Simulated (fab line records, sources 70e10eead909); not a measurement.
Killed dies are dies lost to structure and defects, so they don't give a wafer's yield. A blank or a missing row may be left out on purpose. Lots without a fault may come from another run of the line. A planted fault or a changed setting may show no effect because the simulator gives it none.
A struck lot beside a sound one | flow nand_harc | 15 steps out of a route of 1159
Sound: wafers L531.2, L531.5, L531.6. Struck: wafer L534.1. The cause comes at the end.
At each step with rows: each side's tool, then ch and its chambers, then its first start. Under that, the readings that differ: sound wafers | struck wafers | difference of the means | sigmas: that difference in standard deviations of wafers without a fault.
alike: readings whose means differ by less than 2 such deviations, and words and numbers that are the same on both sides. not compared: withheld readings, readings that some wafer has no value for, bounds like >300 that may hide the same value, and numbers for which the record gives no deviation and whose values overlap.
The two part at a step that has a row with sigmas, a row that says differs or no value, or rows on one side only. Numbers that don't overlap but have no deviation are shown without sigmas and don't part them. A reading that every wafer of one side lacks parts them only if that side has two wafers or more.

first, 8 steps without rows for these wafers: NHARC_A_CONTACT_COAT_61 (time 75 s); NHARC_A_CONTACT_COAT_62 (time 65 s); NHARC_A_CONTACT_COAT_63 (resist thk 90 nm); NHARC_A_CONTACT_SOFTBAKE_64 (time 55 s); NHARC_A_CONTACT_EBR_65; NHARC_A_CONTACT_EXPOSE_66 (exposes mask A CC 2); NHARC_A_CONTACT_PEB_67 (peb time 65 s); NHARC_A_CONTACT_DEVELOP_68 (develop time 35 s).
NHARC_A_CONTACT_CD_MEAS_69: target cd 200 nm.
  sound on cd_sem-01 ch 0, day 17 17:47; struck on cd_sem-02 ch 0, day 19 03:31
  alike: cd_nm
NHARC_A_CONTACT_OVL_MEAS_70:
  sound on overlay-01, day 17 17:53; struck on overlay-02, day 19 03:37
  alike: overlay_x_nm, overlay_y_nm
NHARC_A_CONTACT_INSPECT_71:
  sound on defect_inspect-01, day 17 17:55; struck on defect_inspect-02, day 19 03:39
  reading          | sound    | struck | difference | sigmas
  raw_defect_count | 10 11 12 | 45     | +34        | +2
NHARC_A_CONTACT_DESCUM_74: chemistry O2, time 3 s.
  sound on rie_diel-02 ch 0,1,3, day 17 18:01; struck on rie_diel-02 ch 3, day 19 03:43
  alike: drypump_motor_current_A, oes_product_au, rf_vpp_V, showerhead_plenum_p_Torr, throttle_valve_pct
  not compared: rf_hours_counter_h
NHARC_A_CONTACT_ETCH_75: etches the open film in CF4, target depth 39 nm, time 65 s.
  sound on rie_diel-02 ch 1,2, day 17 18:08; struck on rie_diel-02 ch 0, day 19 03:49
  reading                     | sound             | struck | difference | sigmas
  drypump_motor_current_A (A) | 5.7 5.7 5.1       | 6.3    | +0.8       | +3
  oes_product_au (a.u.)       | 1.010 1.011 0.998 | 0.864  | -0.142     | -17
  alike: rf_vpp_V, showerhead_plenum_p_Torr, throttle_valve_pct
  not compared: rf_hours_counter_h
NHARC_A_CONTACT_ETCH_76: etches the open film in N2/H2, target depth 260 nm, time 475.3 s.
  sound on rie_diel-02 ch 2,3; struck on rie_diel-02 ch 1
  reading                     | sound       | struck | difference | sigmas
  drypump_motor_current_A (A) | 6.5 5.7 6.5 | 5.1    | -1.1       | -4
  alike: oes_product_au, rf_vpp_V, showerhead_plenum_p_Torr, throttle_valve_pct
  not compared: rf_hours_counter_h
-- the record jumps here: 3 days lie between the struck wafers' starts before and after (it left off in module A_CONTACT and takes up again in module END, whose first step shown is number 1159 of the route) --
NHARC_END_SORT_01:
  sound on prober-01 ch 0, day 20 17:30; struck on prober-01 ch 0, day 21 18:26
  reading     | sound | struck | difference | sigmas
  killed_open | 5 3 3 | 0      | -4         | -2
  alike: killed_at_array, killed_at_other, killed_at_periphery, killed_dies, killed_short

WHERE THEY PART
First at NHARC_A_CONTACT_INSPECT_71; last, within this record, at NHARC_END_SORT_01.

WHY: what the simulator had put in
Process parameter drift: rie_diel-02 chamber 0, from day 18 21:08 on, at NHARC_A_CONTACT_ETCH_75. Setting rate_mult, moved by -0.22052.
